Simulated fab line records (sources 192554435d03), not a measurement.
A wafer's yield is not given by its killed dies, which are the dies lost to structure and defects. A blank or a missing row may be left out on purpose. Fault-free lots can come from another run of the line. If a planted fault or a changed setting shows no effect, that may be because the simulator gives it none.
Chamber matching || flow n5 finfet || 4 sister chambers for N5_DUMMY_GATE_ETCH_32 on rie si-06
The step etches SiO2 in CF4, target depth 3.5 nm, time 3.9 s. 4 wafers are shown with their chamber, then 9 later ones without.

== WAFERS, EACH WITH ITS CHAMBER ==
{"wafer": "L087.4", "chamber": 2, "throttle valve pct (%)": 21.72}
{"wafer": "L091.1", "chamber": 1, "throttle valve pct (%)": 21.56}
{"wafer": "L091.3", "chamber": 3, "throttle valve pct (%)": 21.73}
{"wafer": "L091.4", "chamber": 0, "throttle valve pct (%)": 21.58}

== WAFERS WITH NO CHAMBER GIVEN ==
{"wafer": "L092.2", "throttle valve pct (%)": 21.72}
{"wafer": "L092.3", "throttle valve pct (%)": 21.75}
{"wafer": "L092.4", "throttle valve pct (%)": 21.57}
{"wafer": "L094.1", "throttle valve pct (%)": 21.73}
{"wafer": "L094.2", "throttle valve pct (%)": 21.73}
{"wafer": "L094.6", "throttle valve pct (%)": 21.55}
{"wafer": "L097.1", "throttle valve pct (%)": 21.74}
{"wafer": "L097.2", "throttle valve pct (%)": 21.73}
{"wafer": "L097.6", "throttle valve pct (%)": 21.72}

== EACH ONE'S CHAMBER ==
{"wafer": "L092.2", "from the rows above": "can't be placed: 2 or 3", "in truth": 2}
{"wafer": "L092.3", "from the rows above": "can't be placed: 3 or 2", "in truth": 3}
{"wafer": "L092.4", "from the rows above": "can't be placed: 0 or 1", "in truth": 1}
{"wafer": "L094.1", "from the rows above": "can't be placed: 3 or 2", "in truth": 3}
{"wafer": "L094.2", "from the rows above": "can't be placed: 3 or 2", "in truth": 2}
{"wafer": "L094.6", "from the rows above": 1, "in truth": 1}
{"wafer": "L097.1", "from the rows above": "can't be placed: 3 or 2", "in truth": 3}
{"wafer": "L097.2", "from the rows above": "can't be placed: 3 or 2", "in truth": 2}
{"wafer": "L097.6", "from the rows above": "can't be placed: 2 or 3", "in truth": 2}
Correctly placed: 1 of 9. Not placeable from these rows: 8 (in 8, the candidates include the true chamber). 0 placed wrongly.
How it was worked out, from the rows above alone: a wafer's distance from a chamber is the root of the sum, over the readings, of the square of ((its reading less the chamber's mean) divided by the reading's scatter). The wafer belongs to the nearest chamber; if the next one is less than 2 further off, it can't be placed. A chamber's mean is the mean of its shown wafers. The scatter (one wafer shown for each chamber): square how far every hidden wafer sits from the nearest shown wafer, average those squares and take the square root.
